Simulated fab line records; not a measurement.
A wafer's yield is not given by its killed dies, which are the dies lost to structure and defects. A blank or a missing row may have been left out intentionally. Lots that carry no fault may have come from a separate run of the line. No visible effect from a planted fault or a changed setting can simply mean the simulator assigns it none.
Which tool is to blame? :: flow n5 finfet :: 72 wafers from 24 lots sampled at 6 of the route's 1938 steps

WHAT THE GAUGES READ, wafer by wafer
The record holds no reading of a measuring or inspecting step that can be judged against a usual standard deviation.

TOOL THAT RAN EACH LOT (tool first, then ch and the chambers of the sampled wafers, then the start)
lot: L074
N5_BEOL_M2_SPUTTER_79: pvd sputter-02, day 6 17:26
N5_BEOL_M2_ANNEAL_95: pvd sputter-02, day 6 18:50
N5_BEOL_M2_SPUTTER_96: pvd sputter-02, day 6 18:58
N5_BEOL_M2_DEP_57: pecvd-02 ch 0,1,2, day 6 19:57
N5_BEOL_M3_SPUTTER_81: pvd sputter-03, day 7 04:11
N5_BEOL_M3_ANNEAL_91: pvd sputter-03, day 7 04:56

lot: L075
N5_BEOL_M2_SPUTTER_79: pvd sputter-02, day 7 06:58
N5_BEOL_M2_ANNEAL_95: pvd sputter-02, day 7 08:22
N5_BEOL_M2_SPUTTER_96: pvd sputter-02, day 7 08:31
N5_BEOL_M2_DEP_57: pecvd-04 ch 0,1,2, day 7 09:29
N5_BEOL_M3_SPUTTER_81: pvd sputter-03, day 7 18:58
N5_BEOL_M3_ANNEAL_91: pvd sputter-03, day 7 19:43

lot: L077
N5_BEOL_M2_SPUTTER_79: pvd sputter-01, day 7 07:09
N5_BEOL_M2_ANNEAL_95: pvd sputter-01, day 7 08:33
N5_BEOL_M2_SPUTTER_96: pvd sputter-01, day 7 08:41
N5_BEOL_M2_DEP_57: pecvd-02 ch 1,2, day 7 09:59
N5_BEOL_M3_SPUTTER_81: pvd sputter-03, day 7 16:41
N5_BEOL_M3_ANNEAL_91: pvd sputter-03, day 7 17:26

lot: L076
N5_BEOL_M2_SPUTTER_79: pvd sputter-03, day 7 08:27
N5_BEOL_M2_ANNEAL_95: pvd sputter-03, day 7 09:51
N5_BEOL_M2_SPUTTER_96: pvd sputter-03, day 7 09:59
N5_BEOL_M2_DEP_57: pecvd-02 ch 1,2, day 7 10:58
N5_BEOL_M3_SPUTTER_81: pvd sputter-02, day 7 23:38
N5_BEOL_M3_ANNEAL_91: pvd sputter-02, day 8 00:23

lot: L078
N5_BEOL_M2_SPUTTER_79: pvd sputter-02, day 7 21:32
N5_BEOL_M2_ANNEAL_95: pvd sputter-02, day 7 22:56
N5_BEOL_M2_SPUTTER_96: pvd sputter-02, day 7 23:05
N5_BEOL_M2_DEP_57: pecvd-03 ch 0,2, day 8 00:04
N5_BEOL_M3_SPUTTER_81: pvd sputter-02, day 8 06:01
N5_BEOL_M3_ANNEAL_91: pvd sputter-02, day 8 06:46

lot: L079
N5_BEOL_M2_SPUTTER_79: pvd sputter-01, day 8 12:01
N5_BEOL_M2_ANNEAL_95: pvd sputter-01, day 8 13:25
N5_BEOL_M2_SPUTTER_96: pvd sputter-01, day 8 13:34
N5_BEOL_M2_DEP_57: pecvd-02 ch 0,1,2, day 8 14:33
N5_BEOL_M3_SPUTTER_81: pvd sputter-03, day 9 14:44
N5_BEOL_M3_ANNEAL_91: pvd sputter-03, day 9 15:29

lot: L080
N5_BEOL_M2_SPUTTER_79: pvd sputter-02, day 8 13:50
N5_BEOL_M2_ANNEAL_95: pvd sputter-02, day 8 15:14
N5_BEOL_M2_SPUTTER_96: pvd sputter-02, day 8 15:23
N5_BEOL_M2_DEP_57: pecvd-04 ch 1,2, day 8 16:22
N5_BEOL_M3_SPUTTER_81: pvd sputter-02, day 9 14:55
N5_BEOL_M3_ANNEAL_91: pvd sputter-02, day 9 15:39

lot: L081
N5_BEOL_M2_SPUTTER_79: pvd sputter-03, day 8 23:08
N5_BEOL_M2_ANNEAL_95: pvd sputter-03, day 9 07:46
N5_BEOL_M2_SPUTTER_96: pvd sputter-03, day 9 07:55
N5_BEOL_M2_DEP_57: pecvd-02 ch 0,2, day 9 08:55
N5_BEOL_M3_SPUTTER_81: pvd sputter-03, day 9 21:20
N5_BEOL_M3_ANNEAL_91: pvd sputter-03, day 9 22:04

lot: L082
N5_BEOL_M2_SPUTTER_79: pvd sputter-02, day 9 00:46
N5_BEOL_M2_ANNEAL_95: pvd sputter-02, day 9 02:10
N5_BEOL_M2_SPUTTER_96: pvd sputter-02, day 9 02:18
N5_BEOL_M2_DEP_57: pecvd-02 ch 1,2, day 9 03:17
N5_BEOL_M3_SPUTTER_81: pvd sputter-02, day 9 19:07
N5_BEOL_M3_ANNEAL_91: pvd sputter-02, day 9 19:51

lot: L083
N5_BEOL_M2_SPUTTER_79: pvd sputter-01, day 9 11:40
N5_BEOL_M2_ANNEAL_95: pvd sputter-01, day 9 13:04
N5_BEOL_M2_SPUTTER_96: pvd sputter-01, day 9 13:13
N5_BEOL_M2_DEP_57: pecvd-02 ch 0,2, day 9 14:22
N5_BEOL_M3_SPUTTER_81: pvd sputter-03, day 9 23:10
N5_BEOL_M3_ANNEAL_91: pvd sputter-03, day 9 23:55

lot: L084
N5_BEOL_M2_SPUTTER_79: pvd sputter-01, day 9 20:43
N5_BEOL_M2_ANNEAL_95: pvd sputter-01, day 9 22:07
N5_BEOL_M2_SPUTTER_96: pvd sputter-01, day 9 22:15
N5_BEOL_M2_DEP_57: pecvd-02 ch 1,2, day 9 23:14
N5_BEOL_M3_SPUTTER_81: pvd sputter-01, day 10 07:10
N5_BEOL_M3_ANNEAL_91: pvd sputter-01, day 10 07:54

lot: L085
N5_BEOL_M2_SPUTTER_79: pvd sputter-03, day 10 02:59
N5_BEOL_M2_ANNEAL_95: pvd sputter-03, day 10 04:23
N5_BEOL_M2_SPUTTER_96: pvd sputter-03, day 10 04:32
N5_BEOL_M2_DEP_57: pecvd-04 ch 0,1, day 10 05:31
N5_BEOL_M3_SPUTTER_81: pvd sputter-01, day 10 11:44
N5_BEOL_M3_ANNEAL_91: pvd sputter-01, day 10 12:29

lot: L087
N5_BEOL_M2_SPUTTER_79: pvd sputter-01, day 10 08:47
N5_BEOL_M2_ANNEAL_95: pvd sputter-01, day 10 10:11
N5_BEOL_M2_SPUTTER_96: pvd sputter-01, day 10 10:19
N5_BEOL_M2_DEP_57: pecvd-03 ch 1,2, day 10 11:33
N5_BEOL_M3_SPUTTER_81: pvd sputter-01, day 11 03:02
N5_BEOL_M3_ANNEAL_91: pvd sputter-01, day 11 03:46

lot: L086
N5_BEOL_M2_SPUTTER_79: pvd sputter-03, day 10 11:43
N5_BEOL_M2_ANNEAL_95: pvd sputter-03, day 10 13:07
N5_BEOL_M2_SPUTTER_96: pvd sputter-03, day 10 13:16
N5_BEOL_M2_DEP_57: pecvd-02 ch 1,2, day 10 14:42
N5_BEOL_M3_SPUTTER_81: pvd sputter-03, day 11 06:04
N5_BEOL_M3_ANNEAL_91: pvd sputter-03, day 11 06:49

lot: L088
N5_BEOL_M2_SPUTTER_79: pvd sputter-01, day 10 14:47
N5_BEOL_M2_ANNEAL_95: pvd sputter-01, day 10 16:11
N5_BEOL_M2_SPUTTER_96: pvd sputter-01, day 10 16:19
N5_BEOL_M2_DEP_57: pecvd-03 ch 0,2, day 10 17:42
N5_BEOL_M3_SPUTTER_81: pvd sputter-02, day 11 05:39
N5_BEOL_M3_ANNEAL_91: pvd sputter-02, day 11 06:23

lot: L089
N5_BEOL_M2_SPUTTER_79: pvd sputter-02, day 10 19:54
N5_BEOL_M2_ANNEAL_95: pvd sputter-02, day 10 21:18
N5_BEOL_M2_SPUTTER_96: pvd sputter-02, day 10 21:26
N5_BEOL_M2_DEP_57: pecvd-02 ch 0,1,2, day 10 22:25
N5_BEOL_M3_SPUTTER_81: pvd sputter-02, day 11 07:58
N5_BEOL_M3_ANNEAL_91: pvd sputter-02, day 11 08:43

lot: L090
N5_BEOL_M2_SPUTTER_79: pvd sputter-03, day 11 01:19
N5_BEOL_M2_ANNEAL_95: pvd sputter-03, day 11 02:43
N5_BEOL_M2_SPUTTER_96: pvd sputter-03, day 11 02:51
N5_BEOL_M2_DEP_57: pecvd-02 ch 0,2, day 11 03:50
N5_BEOL_M3_SPUTTER_81: pvd sputter-02, day 11 12:57
N5_BEOL_M3_ANNEAL_91: pvd sputter-02, day 11 13:41

lot: L091
N5_BEOL_M2_SPUTTER_79: pvd sputter-01, day 11 08:53
N5_BEOL_M2_ANNEAL_95: pvd sputter-01, day 11 10:17
N5_BEOL_M2_SPUTTER_96: pvd sputter-01, day 11 10:25
N5_BEOL_M2_DEP_57: pecvd-03 ch 1,2, day 11 11:24
N5_BEOL_M3_SPUTTER_81: pvd sputter-02, day 11 17:26
N5_BEOL_M3_ANNEAL_91: pvd sputter-02, day 11 18:10

lot: L092
N5_BEOL_M2_SPUTTER_79: pvd sputter-01, day 11 12:13
N5_BEOL_M2_ANNEAL_95: pvd sputter-01, day 11 13:37
N5_BEOL_M2_SPUTTER_96: pvd sputter-01, day 11 13:46
N5_BEOL_M2_DEP_57: pecvd-03 ch 0,1, day 11 14:46
N5_BEOL_M3_SPUTTER_81: pvd sputter-02, day 12 12:50
N5_BEOL_M3_ANNEAL_91: pvd sputter-02, day 12 13:35

lot: L093
N5_BEOL_M2_SPUTTER_79: pvd sputter-01, day 11 19:26
N5_BEOL_M2_ANNEAL_95: pvd sputter-01, day 11 20:50
N5_BEOL_M2_SPUTTER_96: pvd sputter-01, day 11 20:59
N5_BEOL_M2_DEP_57: pecvd-02 ch 1,2, day 11 22:15
N5_BEOL_M3_SPUTTER_81: pvd sputter-03, day 12 17:56
N5_BEOL_M3_ANNEAL_91: pvd sputter-03, day 12 18:40

lot: L095
N5_BEOL_M2_SPUTTER_79: pvd sputter-02, day 12 04:51
N5_BEOL_M2_ANNEAL_95: pvd sputter-02, day 12 06:15
N5_BEOL_M2_SPUTTER_96: pvd sputter-02, day 12 06:23
N5_BEOL_M2_DEP_57: pecvd-02 ch 0,2, day 12 07:22
N5_BEOL_M3_SPUTTER_81: pvd sputter-01, day 12 21:29
N5_BEOL_M3_ANNEAL_91: pvd sputter-01, day 12 22:13

lot: L094
N5_BEOL_M2_SPUTTER_79: pvd sputter-03, day 12 12:26
N5_BEOL_M2_ANNEAL_95: pvd sputter-03, day 12 13:50
N5_BEOL_M2_SPUTTER_96: pvd sputter-03, day 12 13:58
N5_BEOL_M2_DEP_57: pecvd-03 ch 0, day 12 15:02
N5_BEOL_M3_SPUTTER_81: pvd sputter-01, day 13 00:19
N5_BEOL_M3_ANNEAL_91: pvd sputter-01, day 13 01:03

lot: L096
N5_BEOL_M2_SPUTTER_79: pvd sputter-02, day 12 17:42
N5_BEOL_M2_ANNEAL_95: pvd sputter-02, day 12 19:13
N5_BEOL_M2_SPUTTER_96: pvd sputter-02, day 12 19:21
N5_BEOL_M2_DEP_57: pecvd-03 ch 0,2, day 12 20:27
N5_BEOL_M3_SPUTTER_81: pvd sputter-01, day 13 08:13
N5_BEOL_M3_ANNEAL_91: pvd sputter-01, day 13 08:57

lot: L097
N5_BEOL_M2_SPUTTER_79: pvd sputter-03, day 13 00:29
N5_BEOL_M2_ANNEAL_95: pvd sputter-03, day 14 04:07
N5_BEOL_M2_SPUTTER_96: pvd sputter-03, day 14 04:16
N5_BEOL_M2_DEP_57: pecvd-04 ch 0,1, day 14 05:20
N5_BEOL_M3_SPUTTER_81: pvd sputter-02, day 14 19:24
N5_BEOL_M3_ANNEAL_91: pvd sputter-02, day 14 20:08
- N5_BEOL_M2_SPUTTER_79: material Cu, target thk 4.5 nm, time 8.29 s.
- N5_BEOL_M2_ANNEAL_95: time 240 s.
- N5_BEOL_M2_SPUTTER_96: material Cu, target thk 4.5 nm, time 8.29 s.
- N5_BEOL_M2_DEP_57: deposits SiCN from 3MS/NH3, target thk 8 nm, time 14 s.
- N5_BEOL_M3_SPUTTER_81: material Cu, target thk 4.5 nm, time 8.29 s.
- N5_BEOL_M3_ANNEAL_91: time 240 s.

AS READ BY THE TOOLS THEMSELVES (means over the sampled wafers that have a number; for cases with no such wafer, the mark the record gives instead)
N5_BEOL_M2_SPUTTER_79. Usual: chamber pressure pa 0.07001 Pa, standard deviation 0.00014; substrate temp c -20.02 C, standard deviation 0.12; throttle valve pct 29.6 %, standard deviation 1.2.
lot: L074
tool: pvd sputter-02
chamber pressure pa (Pa): 0.07010
substrate temp c (C): -20.03
throttle valve pct (%): 30.8
flag: 

lot: L075
tool: pvd sputter-02
chamber pressure pa (Pa): 0.07001
substrate temp c (C): -19.99
throttle valve pct (%): 29.5
flag: 

lot: L077
tool: pvd sputter-01
chamber pressure pa (Pa): 0.07005
substrate temp c (C): -20.04
throttle valve pct (%): 29.2
flag: 

lot: L076
tool: pvd sputter-03
chamber pressure pa (Pa): 0.07006
substrate temp c (C): -19.97
throttle valve pct (%): 29.5
flag: 

lot: L078
tool: pvd sputter-02
chamber pressure pa (Pa): 0.07000
substrate temp c (C): -20.10
throttle valve pct (%): 30.8
flag: 

lot: L079
tool: pvd sputter-01
chamber pressure pa (Pa): 0.06997
substrate temp c (C): -19.90
throttle valve pct (%): 28.0
flag: 

lot: L080
tool: pvd sputter-02
chamber pressure pa (Pa): 0.07000
substrate temp c (C): -20.20
throttle valve pct (%): 29.3
flag: 

lot: L081
tool: pvd sputter-03
chamber pressure pa (Pa): 0.07010
substrate temp c (C): -20.07
throttle valve pct (%): 29.1
flag: 

lot: L082
tool: pvd sputter-02
chamber pressure pa (Pa): 0.07009
substrate temp c (C): -19.97
throttle valve pct (%): 29.3
flag: 

lot: L083
tool: pvd sputter-01
chamber pressure pa (Pa): 0.06997
substrate temp c (C): -20.05
throttle valve pct (%): 29.2
flag: 

lot: L084
tool: pvd sputter-01
chamber pressure pa (Pa): 0.06992
substrate temp c (C): -19.97
throttle valve pct (%): 29.1
flag: 

lot: L085
tool: pvd sputter-03
chamber pressure pa (Pa): 0.07000
substrate temp c (C): -19.95
throttle valve pct (%): 29.1
flag: 

lot: L087
tool: pvd sputter-01
chamber pressure pa (Pa): 0.07004
substrate temp c (C): -19.97
throttle valve pct (%): 30.1
flag: 

lot: L086
tool: pvd sputter-03
chamber pressure pa (Pa): 0.06996
substrate temp c (C): -19.99
throttle valve pct (%): 30.4
flag: 

lot: L088
tool: pvd sputter-01
chamber pressure pa (Pa): 0.07000
substrate temp c (C): -19.89
throttle valve pct (%): 29.0
flag: 

lot: L089
tool: pvd sputter-02
chamber pressure pa (Pa): 0.07008
substrate temp c (C): -20.05
throttle valve pct (%): 30.3
flag: 

lot: L090
tool: pvd sputter-03
chamber pressure pa (Pa): 0.07020
substrate temp c (C): -20.14
throttle valve pct (%): 29.7
flag: 

lot: L091
tool: pvd sputter-01
chamber pressure pa (Pa): 0.07002
substrate temp c (C): -19.99
throttle valve pct (%): 29.0
flag: 

lot: L092
tool: pvd sputter-01
chamber pressure pa (Pa): 0.06986
substrate temp c (C): -20.08
throttle valve pct (%): 28.9
flag: 

lot: L093
tool: pvd sputter-01
chamber pressure pa (Pa): 0.07007
substrate temp c (C): -20.13
throttle valve pct (%): 30.1
flag: 

lot: L095
tool: pvd sputter-02
chamber pressure pa (Pa): 0.07007
substrate temp c (C): -20.08
throttle valve pct (%): 29.5
flag: 

lot: L094
tool: pvd sputter-03
chamber pressure pa (Pa): 0.06998
substrate temp c (C): -20.05
throttle valve pct (%): 30.0
flag: 

lot: L096
tool: pvd sputter-02
chamber pressure pa (Pa): 0.07015
substrate temp c (C): -20.09
throttle valve pct (%): 29.5
flag: 

lot: L097
tool: pvd sputter-03
chamber pressure pa (Pa): 0.07006
substrate temp c (C): -20.06
throttle valve pct (%): 30.1
flag: 

N5_BEOL_M2_ANNEAL_95. Usual: heater power w reads 828 W (standard deviation 88).
lot: L074
tool: pvd sputter-02
heater power w (W): 743
flag: 

lot: L075
tool: pvd sputter-02
heater power w (W): 830
flag: 

lot: L077
tool: pvd sputter-01
heater power w (W): 900
flag: 

lot: L076
tool: pvd sputter-03
heater power w (W): 748
flag: 

lot: L078
tool: pvd sputter-02
heater power w (W): 745
flag: 

lot: L079
tool: pvd sputter-01
heater power w (W): 909
flag: 

lot: L080
tool: pvd sputter-02
heater power w (W): 765
flag: 

lot: L081
tool: pvd sputter-03
heater power w (W): 769
flag: 

lot: L082
tool: pvd sputter-02
heater power w (W): 894
flag: 

lot: L083
tool: pvd sputter-01
heater power w (W): 882
flag: 

lot: L084
tool: pvd sputter-01
heater power w (W): 894
flag: 

lot: L085
tool: pvd sputter-03
heater power w (W): 764
flag: 

lot: L087
tool: pvd sputter-01
heater power w (W): 795
flag: 

lot: L086
tool: pvd sputter-03
heater power w (W): 784
flag: 

lot: L088
tool: pvd sputter-01
heater power w (W): 847
flag: 

lot: L089
tool: pvd sputter-02
heater power w (W): 796
flag: 

lot: L090
tool: pvd sputter-03
heater power w (W): 731
flag: 

lot: L091
tool: pvd sputter-01
heater power w (W): 846
flag: 

lot: L092
tool: pvd sputter-01
heater power w (W): 897
flag: 

lot: L093
tool: pvd sputter-01
heater power w (W): 854
flag: 

lot: L095
tool: pvd sputter-02
heater power w (W): 745
flag: 

lot: L094
tool: pvd sputter-03
heater power w (W): 764
flag: 

lot: L096
tool: pvd sputter-02
heater power w (W): 924
flag: 

lot: L097
tool: pvd sputter-03
heater power w (W): 751
flag: 

N5_BEOL_M2_SPUTTER_96. Usual: chamber pressure pa 0.06999 Pa, standard deviation 0.00014; substrate temp c -20.00 C, standard deviation 0.09; throttle valve pct 29.6 %, standard deviation 1.2.
lot: L074
tool: pvd sputter-02
chamber pressure pa (Pa): 0.07003
substrate temp c (C): -19.96
throttle valve pct (%): 30.9
flag: 

lot: L075
tool: pvd sputter-02
chamber pressure pa (Pa): 0.07006
substrate temp c (C): -19.99
throttle valve pct (%): 29.5
flag: 

lot: L077
tool: pvd sputter-01
chamber pressure pa (Pa): 0.06996
substrate temp c (C): -19.97
throttle valve pct (%): 29.1
flag: 

lot: L076
tool: pvd sputter-03
chamber pressure pa (Pa): 0.06995
substrate temp c (C): -19.94
throttle valve pct (%): 29.6
flag: 

lot: L078
tool: pvd sputter-02
chamber pressure pa (Pa): 0.07006
substrate temp c (C): -19.97
throttle valve pct (%): 30.8
flag: 

lot: L079
tool: pvd sputter-01
chamber pressure pa (Pa): 0.06996
substrate temp c (C): -19.97
throttle valve pct (%): 28.0
flag: 

lot: L080
tool: pvd sputter-02
chamber pressure pa (Pa): 0.07004
substrate temp c (C): -19.95
throttle valve pct (%): 29.2
flag: 

lot: L081
tool: pvd sputter-03
chamber pressure pa (Pa): 0.07007
substrate temp c (C): -19.97
throttle valve pct (%): 29.0
flag: 

lot: L082
tool: pvd sputter-02
chamber pressure pa (Pa): 0.07000
substrate temp c (C): -20.02
throttle valve pct (%): 29.5
flag: 

lot: L083
tool: pvd sputter-01
chamber pressure pa (Pa): 0.06999
substrate temp c (C): -19.99
throttle valve pct (%): 28.9
flag: 

lot: L084
tool: pvd sputter-01
chamber pressure pa (Pa): 0.06995
substrate temp c (C): -20.07
throttle valve pct (%): 28.9
flag: 

lot: L085
tool: pvd sputter-03
chamber pressure pa (Pa): 0.06998
substrate temp c (C): -19.94
throttle valve pct (%): 29.1
flag: 

lot: L087
tool: pvd sputter-01
chamber pressure pa (Pa): 0.07014
substrate temp c (C): -20.03
throttle valve pct (%): 30.0
flag: 

lot: L086
tool: pvd sputter-03
chamber pressure pa (Pa): 0.06997
substrate temp c (C): -19.90
throttle valve pct (%): 30.5
flag: 

lot: L088
tool: pvd sputter-01
chamber pressure pa (Pa): 0.07009
substrate temp c (C): -20.10
throttle valve pct (%): 29.0
flag: 

lot: L089
tool: pvd sputter-02
chamber pressure pa (Pa): 0.06997
substrate temp c (C): -20.09
throttle valve pct (%): 30.3
flag: 

lot: L090
tool: pvd sputter-03
chamber pressure pa (Pa): 0.07003
substrate temp c (C): -19.94
throttle valve pct (%): 29.9
flag: 

lot: L091
tool: pvd sputter-01
chamber pressure pa (Pa): 0.07009
substrate temp c (C): -19.96
throttle valve pct (%): 29.0
flag: 

lot: L092
tool: pvd sputter-01
chamber pressure pa (Pa): 0.06992
substrate temp c (C): -20.03
throttle valve pct (%): 29.0
flag: 

lot: L093
tool: pvd sputter-01
chamber pressure pa (Pa): 0.06989
substrate temp c (C): -19.93
throttle valve pct (%): 30.0
flag: 

lot: L095
tool: pvd sputter-02
chamber pressure pa (Pa): 0.07000
substrate temp c (C): -20.06
throttle valve pct (%): 29.4
flag: 

lot: L094
tool: pvd sputter-03
chamber pressure pa (Pa): 0.06998
substrate temp c (C): -20.06
throttle valve pct (%): 30.2
flag: 

lot: L096
tool: pvd sputter-02
chamber pressure pa (Pa): 0.06998
substrate temp c (C): -19.99
throttle valve pct (%): 29.6
flag: 

lot: L097
tool: pvd sputter-03
chamber pressure pa (Pa): 0.07001
substrate temp c (C): -19.96
throttle valve pct (%): 29.9
flag: 

N5_BEOL_M2_DEP_57. Usual: showerhead plenum p Torr 3.660 Torr, standard deviation 0.011; throttle valve pct 8.7 %, standard deviation 0.38.
lot: L074
tool: pecvd-02
showerhead plenum p Torr (Torr): 3.654
throttle valve pct (%): 8.6
flag: 

lot: L075
tool: pecvd-04
showerhead plenum p Torr (Torr): 3.649
throttle valve pct (%): 8.9
flag: 

lot: L077
tool: pecvd-02
showerhead plenum p Torr (Torr): 3.660
throttle valve pct (%): 8.5
flag: 

lot: L076
tool: pecvd-02
showerhead plenum p Torr (Torr): 3.665
throttle valve pct (%): 8.3
flag: 

lot: L078
tool: pecvd-03
showerhead plenum p Torr (Torr): 3.658
throttle valve pct (%): 8.9
flag: 

lot: L079
tool: pecvd-02
showerhead plenum p Torr (Torr): 3.652
throttle valve pct (%): 8.4
flag: 

lot: L080
tool: pecvd-04
showerhead plenum p Torr (Torr): 3.663
throttle valve pct (%): 8.7
flag: 

lot: L081
tool: pecvd-02
showerhead plenum p Torr (Torr): 3.660
throttle valve pct (%): 8.4
flag: 

lot: L082
tool: pecvd-02
showerhead plenum p Torr (Torr): 3.652
throttle valve pct (%): 8.7
flag: 

lot: L083
tool: pecvd-02
showerhead plenum p Torr (Torr): 3.662
throttle valve pct (%): 8.5
flag: 

lot: L084
tool: pecvd-02
showerhead plenum p Torr (Torr): 3.661
throttle valve pct (%): 8.7
flag: 

lot: L085
tool: pecvd-04
showerhead plenum p Torr (Torr): 3.645
throttle valve pct (%): 8.9
flag: 

lot: L087
tool: pecvd-03
showerhead plenum p Torr (Torr): 3.684
throttle valve pct (%): 8.5
flag: 

lot: L086
tool: pecvd-02
showerhead plenum p Torr (Torr): 3.663
throttle valve pct (%): 8.4
flag: 

lot: L088
tool: pecvd-03
showerhead plenum p Torr (Torr): 3.670
throttle valve pct (%): 8.7
flag: 

lot: L089
tool: pecvd-02
showerhead plenum p Torr (Torr): 3.656
throttle valve pct (%): 8.5
flag: 

lot: L090
tool: pecvd-02
showerhead plenum p Torr (Torr): 3.662
throttle valve pct (%): 8.7
flag: 

lot: L091
tool: pecvd-03
showerhead plenum p Torr (Torr): 3.677
throttle valve pct (%): 8.8
flag: 

lot: L092
tool: pecvd-03
showerhead plenum p Torr (Torr): 3.669
throttle valve pct (%): 9.1
flag: 

lot: L093
tool: pecvd-02
showerhead plenum p Torr (Torr): 3.658
throttle valve pct (%): 8.7
flag: 

lot: L095
tool: pecvd-02
showerhead plenum p Torr (Torr): 3.665
throttle valve pct (%): 8.5
flag: 

lot: L094
tool: pecvd-03
showerhead plenum p Torr (Torr): 3.655
throttle valve pct (%): 9.2
flag: 

lot: L096
tool: pecvd-03
showerhead plenum p Torr (Torr): 3.659
throttle valve pct (%): 9.1
flag: 

lot: L097
tool: pecvd-04
showerhead plenum p Torr (Torr): 3.650
throttle valve pct (%): 9.1
flag: 

N5_BEOL_M3_SPUTTER_81. Usual: chamber pressure pa 0.07001 Pa, standard deviation 0.00015; substrate temp c -20.00 C, standard deviation 0.092; throttle valve pct 29.9 %, standard deviation 1.1.
lot: L074
tool: pvd sputter-03
chamber pressure pa (Pa): 0.07016
substrate temp c (C): -20.00
throttle valve pct (%): 30.5
flag: 

lot: L075
tool: pvd sputter-03
chamber pressure pa (Pa): 0.07005
substrate temp c (C): -20.02
throttle valve pct (%): 30.0
flag: 

lot: L077
tool: pvd sputter-03
chamber pressure pa (Pa): 0.06987
substrate temp c (C): -20.02
throttle valve pct (%): 29.9
flag: 

lot: L076
tool: pvd sputter-02
chamber pressure pa (Pa): 0.07007
substrate temp c (C): -20.06
throttle valve pct (%): 30.9
flag: 

lot: L078
tool: pvd sputter-02
chamber pressure pa (Pa): 0.07009
substrate temp c (C): -20.02
throttle valve pct (%): 29.5
flag: 

lot: L079
tool: pvd sputter-03
chamber pressure pa (Pa): 0.06999
substrate temp c (C): -20.06
throttle valve pct (%): 29.4
flag: 

lot: L080
tool: pvd sputter-02
chamber pressure pa (Pa): 0.06999
substrate temp c (C): -20.06
throttle valve pct (%): 29.6
flag: 

lot: L081
tool: pvd sputter-03
chamber pressure pa (Pa): 0.07000
substrate temp c (C): -20.00
throttle valve pct (%): 29.5
flag: 

lot: L082
tool: pvd sputter-02
chamber pressure pa (Pa): 0.06996
substrate temp c (C): -19.90
throttle valve pct (%): 30.4
flag: 

lot: L083
tool: pvd sputter-03
chamber pressure pa (Pa): 0.06998
substrate temp c (C): -20.01
throttle valve pct (%): 29.0
flag: 

lot: L084
tool: pvd sputter-01
chamber pressure pa (Pa): 0.07017
substrate temp c (C): -19.90
throttle valve pct (%): 30.3
flag: 

lot: L085
tool: pvd sputter-01
chamber pressure pa (Pa): 0.07017
substrate temp c (C): -20.02
throttle valve pct (%): 29.1
flag: 

lot: L087
tool: pvd sputter-01
chamber pressure pa (Pa): 0.06999
substrate temp c (C): -19.96
throttle valve pct (%): 29.2
flag: 

lot: L086
tool: pvd sputter-03
chamber pressure pa (Pa): 0.06991
substrate temp c (C): -19.86
throttle valve pct (%): 29.7
flag: 

lot: L088
tool: pvd sputter-02
chamber pressure pa (Pa): 0.07000
substrate temp c (C): -19.99
throttle valve pct (%): 30.3
flag: 

lot: L089
tool: pvd sputter-02
chamber pressure pa (Pa): 0.06995
substrate temp c (C): -19.99
throttle valve pct (%): 30.1
flag: 

lot: L090
tool: pvd sputter-02
chamber pressure pa (Pa): 0.06978
substrate temp c (C): -19.98
throttle valve pct (%): 30.2
flag: 

lot: L091
tool: pvd sputter-02
chamber pressure pa (Pa): 0.07009
substrate temp c (C): -19.98
throttle valve pct (%): 29.5
flag: 

lot: L092
tool: pvd sputter-02
chamber pressure pa (Pa): 0.07006
substrate temp c (C): -19.90
throttle valve pct (%): 29.6
flag: 

lot: L093
tool: pvd sputter-03
chamber pressure pa (Pa): 0.07005
substrate temp c (C): -20.02
throttle valve pct (%): 30.0
flag: 

lot: L095
tool: pvd sputter-01
chamber pressure pa (Pa): 0.06994
substrate temp c (C): -20.06
throttle valve pct (%): 30.1
flag: 

lot: L094
tool: pvd sputter-01
chamber pressure pa (Pa): 0.07004
substrate temp c (C): -20.02
throttle valve pct (%): 30.0
flag: 

lot: L096
tool: pvd sputter-01
chamber pressure pa (Pa): 0.07001
substrate temp c (C): -19.91
throttle valve pct (%): 30.2
flag: 

lot: L097
tool: pvd sputter-02
chamber pressure pa (Pa): 0.06992
substrate temp c (C): -20.06
throttle valve pct (%): 30.8
flag: 

N5_BEOL_M3_ANNEAL_91. Usual: heater power w reads 818 W (standard deviation 85).
lot: L074
tool: pvd sputter-03
heater power w (W): 764
flag: 

lot: L075
tool: pvd sputter-03
heater power w (W): 778
flag: 

lot: L077
tool: pvd sputter-03
heater power w (W): 762
flag: 

lot: L076
tool: pvd sputter-02
heater power w (W): 799
flag: 

lot: L078
tool: pvd sputter-02
heater power w (W): 900
flag: 

lot: L079
tool: pvd sputter-03
heater power w (W): 784
flag: 

lot: L080
tool: pvd sputter-02
heater power w (W): 791
flag: 

lot: L081
tool: pvd sputter-03
heater power w (W): 782
flag: 

lot: L082
tool: pvd sputter-02
heater power w (W): 772
flag: 

lot: L083
tool: pvd sputter-03
heater power w (W): 772
flag: 

lot: L084
tool: pvd sputter-01
heater power w (W): 861
flag: 

lot: L085
tool: pvd sputter-01
heater power w (W): 906
flag: 

lot: L087
tool: pvd sputter-01
heater power w (W): 902
flag: 

lot: L086
tool: pvd sputter-03
heater power w (W): 785
flag: 

lot: L088
tool: pvd sputter-02
heater power w (W): 768
flag: 

lot: L089
tool: pvd sputter-02
heater power w (W): 765
flag: 

lot: L090
tool: pvd sputter-02
heater power w (W): 774
flag: 

lot: L091
tool: pvd sputter-02
heater power w (W): 844
flag: 

lot: L092
tool: pvd sputter-02
heater power w (W): 846
flag: 

lot: L093
tool: pvd sputter-03
heater power w (W): 770
flag: 

lot: L095
tool: pvd sputter-01
heater power w (W): 910
flag: 

lot: L094
tool: pvd sputter-01
heater power w (W): 787
flag: 

lot: L096
tool: pvd sputter-01
heater power w (W): 842
flag: 

lot: L097
tool: pvd sputter-02
heater power w (W): 791
flag: 

THE ANSWER, worked out from the rows above alone
Rule: a lot is off if the mean of its wafers that have a number lies more than 3 standard deviations from the usual mean. A lot without any number at a reading at which 4 lots or more have one is off too. All remaining lots with rows at the step are treated as sound. The gauges are gone through in route order, then the tools' own readings, and for those a lot's mean is taken as printed above. At the first step where some lot is off, the reading lying furthest off is the one used; lots without a number count as furthest.
None of the lots is off at any reading shown; this tells nothing.

WHAT HAD BEEN PUT IN BY THE SIMULATOR
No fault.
